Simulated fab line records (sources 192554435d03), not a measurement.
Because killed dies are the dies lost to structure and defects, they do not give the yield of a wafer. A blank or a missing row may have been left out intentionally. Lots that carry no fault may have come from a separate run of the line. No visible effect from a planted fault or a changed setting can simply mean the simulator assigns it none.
Split-lot study + flow n5-finfet + 21 wafers read across 7 lots, on a route 1938 steps long

== THE SPLIT ITSELF ==
At N5_ZERO_LAYER_PECVD_02 (deposits SiO2 from SiH4/N2O, target thk 10 nm, time 6 s), the setting time-s was moved away from the recipe's 6 s on 7 of the 21 wafers read, by -12.9% to +13.6%. This setting was run at the recipe's value on the other wafers.

The reading comes from the split's own step.

== THE READING ==
SiO2_of_ZERO_LAYER_PECVD_02.thk-nm (the simulator's own value, which no gauge read), in nm, at N5_ZERO_LAYER_PECVD_02 (deposits SiO2 from SiH4/N2O, target thk 10 nm, time 6 s). No usual value for it is given in the file. Average 10.021 nm, standard deviation 0.21 nm, over the 14 wafers here run with the recipe.

| wafer  | tool, chamber at the split | time-s as run, s | against the recipe | SiO2_of_ZERO_LAYER_PECVD_02.thk-nm, nm | against lot-mates on the recipe |
|--------|----------------------------|------------------|--------------------|----------------------------------------|---------------------------------|
| L081.2 | pecvd-03, 2                | 6                | recipe             | 9.892                                  | -                               |
| L081.3 | pecvd-03, 0                | 6.817            | +13.6%             | 11.3                                   | +1.408                          |
| L081.6 | pecvd-03, 1                | 6.817            | +13.6%             | 11.53                                  | +1.638                          |
| L082.2 | pecvd-01, 2                | 6                | recipe             | 9.624                                  | -                               |
| L082.3 | pecvd-01, 1                | 6                | recipe             | 9.972                                  | -                               |
| L082.5 | pecvd-01, 0                | 6                | recipe             | 9.904                                  | -                               |
| L087.1 | pecvd-01, 2                | 6                | recipe             | 9.675                                  | -                               |
| L087.3 | pecvd-01, 1                | 5.226            | -12.9%             | 8.435                                  | -1.240                          |
| L087.5 | pecvd-01, 2                | 5.226            | -12.9%             | 8.609                                  | -1.066                          |
| L088.1 | pecvd-04, 2                | 6.4              | +6.7%              | 10.81                                  | +0.560                          |
| L088.4 | pecvd-04, 0                | 6                | recipe             | 10.25                                  | -                               |
| L088.5 | pecvd-04, 2                | 6.4              | +6.7%              | 10.98                                  | +0.730                          |
| L089.3 | pecvd-03, 0                | 6                | recipe             | 10.12                                  | -                               |
| L089.4 | pecvd-03, 1                | 6                | recipe             | 10.32                                  | -                               |
| L089.5 | pecvd-03, 0                | 6.698            | +11.6%             | 11.48                                  | +1.260                          |
| L092.2 | pecvd-03, 0                | 6                | recipe             | 9.979                                  | -                               |
| L092.5 | pecvd-03, 1                | 6                | recipe             | 10.05                                  | -                               |
| L092.6 | pecvd-03, 0                | 6                | recipe             | 10.33                                  | -                               |
| L096.3 | pecvd-01, 0                | 6                | recipe             | 9.959                                  | -                               |
| L096.4 | pecvd-01, 2                | 6                | recipe             | 10.04                                  | -                               |
| L096.5 | pecvd-01, 1                | 6                | recipe             | 10.18                                  | -                               |

FIT RESULTS
A straight line over all 21 wafers: SiO2_of_ZERO_LAYER_PECVD_02.thk-nm changes by +0.113 nm for each +1% of time-s; r = +0.97; the points scatter about the line by 0.2 nm.
The same after taking each lot's own level away (the mean of its wafers on the recipe; 21 wafers): +0.101 nm for each +1%; r = +0.98; scatter 0.13 nm.
That fit puts the effect of the largest move of time-s on the reading at 1.4 nm.
Measured against the standard deviation above, the lots' own levels, which go from 9.6750 to 10.2500 nm, span 2.8 times it.
So the lot-to-lot level changes the slope: the two fits differ.
Check: +1.4 nm against its lot-mates is what the line predicts for one of the wafers moved furthest among these (+13.6%) when that wafer is left out of the fit. Against them it came out at +1.41 nm.

== THE FILE'S OWN FIT ==
SiO2_of_ZERO_LAYER_PECVD_02.thk-nm changes by +0.103 nm for each +1% of time-s, r = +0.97.
